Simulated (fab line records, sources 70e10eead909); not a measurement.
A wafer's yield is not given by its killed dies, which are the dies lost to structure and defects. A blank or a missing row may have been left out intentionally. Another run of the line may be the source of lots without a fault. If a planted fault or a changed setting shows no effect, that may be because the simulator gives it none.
The tool behind it: which one? + flow nandHarc + Sampling: 14 lots, 40 wafers, 6 of 1302 route steps

WHAT THE GAUGES READ, wafer by wafer
NHARC_A_DECK1_JOINT_THK_MEAS_17: measures by ellipsometry. Usual: thkNm at 45.0 nm, with a standard deviation of 1.1.
| lot  | measured     | on           | thkNm (nm)     | flag |
|------|--------------|--------------|----------------|------|
| L395 | day 12 10:01 | filmMetro-02 | 44.8 43.6 45.8 |      |
| L396 | day 13 05:35 | filmMetro-01 | 43.5 46.5 46.5 |      |
| L398 | day 14 00:08 | filmMetro-02 | 43.8 46.5 44.4 |      |
| L401 | day 15 07:56 | filmMetro-01 | 44.8 44.1 47.5 |      |
| L400 | day 15 09:23 | filmMetro-02 | 44.0 44.4 45.5 |      |
| L402 | day 15 09:29 | filmMetro-02 | 45.6 44.7 46.1 |      |
| L404 | day 16 06:55 | filmMetro-01 | 45.6 46.2      |      |
| L405 | day 16 06:56 | filmMetro-02 | 44.7 45.6      |      |
| L403 | day 16 07:05 | filmMetro-01 | 46.3 44.1 45.7 |      |
| L408 | day 18 06:18 | filmMetro-02 | 42.0 45.9 44.6 |      |
| L412 | day 19 19:41 | filmMetro-02 | 45.3 43.9 46.9 |      |
| L415 | day 21 05:45 | filmMetro-02 | 44.2 46.8 45.3 |      |
| L416 | day 21 17:04 | filmMetro-01 | 43.8 45.8 45.5 |      |
| L417 | day 22 09:44 | filmMetro-01 | 45.5 46.9 45.8 |      |

NHARC_A_ONON_D2_THK_MEAS_21: measures by ellipsometry. Usual: thkNm at 1004 nm, with a standard deviation of 9.9.
| lot  | measured     | on           | thkNm (nm)     | flag |
|------|--------------|--------------|----------------|------|
| L395 | day 12 21:11 | filmMetro-01 | 1005 1004 1005 |      |
| L396 | day 13 16:47 | filmMetro-02 | 993 993 993    |      |
| L398 | day 14 11:46 | filmMetro-02 | 996 994 993    |      |
| L401 | day 15 19:05 | filmMetro-02 | 1008 1008 1009 |      |
| L400 | day 15 19:04 | filmMetro-02 | 1013 1013 1014 |      |
| L402 | day 15 19:04 | filmMetro-02 | 1013 1012 1011 |      |
| L404 | day 16 18:04 | filmMetro-01 | 1008 1326      | OFF  |
| L405 | day 16 17:42 | filmMetro-01 | 1335 1016      | OFF  |
| L403 | day 16 17:50 | filmMetro-01 | 1007 1006 1005 |      |
| L408 | day 18 17:31 | filmMetro-01 | 1000 1314 997  | OFF  |
| L412 | day 20 07:08 | filmMetro-02 | 1003 1003 1004 |      |
| L415 | day 21 16:46 | filmMetro-02 | 992 992 991    |      |
| L416 | day 22 04:46 | filmMetro-01 | 1003 1005 1006 |      |
| L417 | day 22 23:01 | filmMetro-01 | 1007 1008 1009 |      |

NHARC_A_ONON_D2_THK_MEAS_30: measures by ellipsometry. Usual: thkNm at 1002 nm, with a standard deviation of 7.
| lot  | measured     | on           | thkNm (nm)     | flag |
|------|--------------|--------------|----------------|------|
| L395 | day 12 22:53 | filmMetro-02 | 1002 1001 1001 |      |
| L396 | day 13 18:29 | filmMetro-02 | 1008 1008 1008 |      |
| L398 | day 14 13:28 | filmMetro-02 | 994 993 995    |      |
| L401 | day 15 20:47 | filmMetro-02 | 988 988 987    |      |
| L400 | day 15 20:47 | filmMetro-02 | 996 996 998    |      |
| L402 | day 15 20:46 | filmMetro-02 | 1004 1008 1006 |      |
| L404 | day 16 19:46 | filmMetro-01 | 1003 1006      |      |
| L405 | day 16 19:24 | filmMetro-01 | 996 998        |      |
| L403 | day 16 19:33 | filmMetro-01 | 1005 1004 1005 |      |
| L408 | day 18 19:13 | filmMetro-02 | 1013 1014 1013 |      |
| L412 | day 20 08:50 | filmMetro-01 | 1004 1004 1004 |      |
| L415 | day 21 18:36 | filmMetro-02 | 1015 1014 1012 |      |
| L416 | day 22 06:28 | filmMetro-01 | 1002 1001 1002 |      |
| L417 | day 23 00:44 | filmMetro-02 | 1009 1006 1007 |      |

NHARC_A_ONON_D2_THK_MEAS_34: measures by ellipsometry. Usual: thkNm at 200.4 nm, with a standard deviation of 2.8.
| lot  | measured     | on           | thkNm (nm)        | flag |
|------|--------------|--------------|-------------------|------|
| L395 | day 12 23:22 | filmMetro-01 | 196.9 198.5 202.0 |      |
| L396 | day 13 18:58 | filmMetro-02 | 198.2 201.9 203.8 |      |
| L398 | day 14 13:56 | filmMetro-02 | 198.0 202.4 201.0 |      |
| L401 | day 15 21:31 | filmMetro-02 | 201.9 200.4 202.1 |      |
| L400 | day 15 21:16 | filmMetro-02 | 198.2 196.3 202.8 |      |
| L402 | day 15 21:14 | filmMetro-02 | 201.0 199.3 202.8 |      |
| L404 | day 16 20:14 | filmMetro-01 | 202.9 202.0       |      |
| L405 | day 16 19:52 | filmMetro-01 | 196.9 202.1       |      |
| L403 | day 16 20:01 | filmMetro-01 | 199.1 204.3 203.8 |      |
| L408 | day 18 19:41 | filmMetro-02 | 197.6 202.2 200.7 |      |
| L412 | day 20 09:19 | filmMetro-02 | 194.7 199.6 200.3 |      |
| L415 | day 21 19:12 | filmMetro-01 | 199.9 204.6 201.8 |      |
| L416 | day 22 06:56 | filmMetro-02 | 203.2 208.0 206.4 |      |
| L417 | day 23 01:13 | filmMetro-02 | 201.4 202.5 198.5 |      |

NHARC_END_SORT_01. Usual: killedAtArray 50, standard deviation 16; killedAtOther 0.8, standard deviation 1; killedAtPeriphery 4, standard deviation 3.1; killedDies 54, standard deviation 16; killedOpen 3.2, standard deviation 2; killedShort 2.5, standard deviation 1.6.
| lot  | measured     | on        | killedAtArray | killedAtOther | killedAtPeriphery | killedDies | killedOpen | killedShort | flag |
|------|--------------|-----------|---------------|---------------|-------------------|------------|------------|-------------|------|
| L396 | day 25 05:30 | prober-02 | 46 41 34      | 1 0 1         | 3 4 1             | 50 45 36   | 2 3 3      | 6 2 1       |      |
| L398 | day 25 21:40 | prober-01 | 35 60 41      | 2 2 1         | 1 4 3             | 38 66 45   | 2 1 3      | 1 1 1       |      |
| L401 | day 27 13:22 | prober-02 | 54 38 58      | 1 0 1         | 6 1 1             | 61 39 60   | 7 6 1      | 2 1 8       |      |
| L402 | day 27 01:47 | prober-01 | 79 69 55      | 0 1 0         | 8 8 6             | 87 78 61   | 8 0 1      | 5 2 2       |      |
| L408 | day 30 16:38 | prober-02 | 64 65 53      | 1 0 0         | 8 4 1             | 73 69 54   | 4 3 3      | 3 3 4       |      |

EACH LOT AND THE TOOL THAT RAN IT (in order: tool; ch and the chambers of the sampled wafers; start)
| lot  | NHARC_A_ONON_D2_DEP_19          |
|------|---------------------------------|
| L395 | pecvdOnon-03 ch 0, day 12 20:44 |
| L396 | pecvdOnon-03 ch 0, day 13 16:20 |
| L398 | pecvdOnon-03 ch 0, day 14 11:16 |
| L401 | pecvdOnon-02 ch 0, day 15 18:38 |
| L400 | pecvdOnon-04 ch 0, day 15 18:37 |
| L402 | pecvdOnon-03 ch 0, day 15 18:34 |
| L404 | pecvdOnon-03 ch 0, day 16 17:43 |
| L405 | pecvdOnon-03 ch 0, day 16 17:15 |
| L403 | pecvdOnon-04 ch 0, day 16 17:23 |
| L408 | pecvdOnon-03 ch 0, day 18 17:01 |
| L412 | pecvdOnon-02 ch 0, day 20 06:36 |
| L415 | pecvdOnon-03 ch 0, day 21 16:22 |
| L416 | pecvdOnon-03 ch 0, day 22 04:22 |
| L417 | pecvdOnon-02 ch 0, day 22 22:37 |
- NHARC_A_ONON_D2_DEP_19: target thk 1000 nm.

AS READ BY THE TOOLS THEMSELVES (means over the sampled wafers that have a number; for cases with no such wafer, the mark the record gives instead)
NHARC_A_ONON_D2_DEP_19. Usual: n2oFlowSccm at 2000 sccm, with a standard deviation of 5.8.
| lot  | tool         | n2oFlowSccm (sccm) | flag |
|------|--------------|--------------------|------|
| L395 | pecvdOnon-03 | 2002               |      |
| L396 | pecvdOnon-03 | 2003               |      |
| L398 | pecvdOnon-03 | 2005               |      |
| L401 | pecvdOnon-02 | 2003               |      |
| L400 | pecvdOnon-04 | 1996               |      |
| L402 | pecvdOnon-03 | 1997               |      |
| L404 | pecvdOnon-03 | 2003               |      |
| L405 | pecvdOnon-03 | 1998               |      |
| L403 | pecvdOnon-04 | 1998               |      |
| L408 | pecvdOnon-03 | 2002               |      |
| L412 | pecvdOnon-02 | 2004               |      |
| L415 | pecvdOnon-03 | 1992               |      |
| L416 | pecvdOnon-03 | 1995               |      |
| L417 | pecvdOnon-02 | 1995               |      |

THE ANSWER, worked out from the rows above alone
Rule: lot off if the mean of its wafers having a number is beyond 3 standard deviations from the usual mean. A lot without any number at a reading at which 4 lots or more have one is off too. All remaining lots with rows at the step are treated as sound. First the gauges in route order, then the tools' own readings, where a lot's mean is used as printed above. At the first step where some lot is off, the reading lying furthest off is the one used; lots without a number count as furthest.
Off: L404, L405, L408 (NHARC_A_ONON_D2_THK_MEAS_21, thkNm).
A tool fits if, at a process step before that reading, it ran every lot that is off, and no sound lot after the first of them. Gauges at NHARC_A_ONON_D2_THK_MEAS_21: tried the same way as those tools. No candidate that was tried fits.

WHAT THE SIMULATOR HAD INSERTED
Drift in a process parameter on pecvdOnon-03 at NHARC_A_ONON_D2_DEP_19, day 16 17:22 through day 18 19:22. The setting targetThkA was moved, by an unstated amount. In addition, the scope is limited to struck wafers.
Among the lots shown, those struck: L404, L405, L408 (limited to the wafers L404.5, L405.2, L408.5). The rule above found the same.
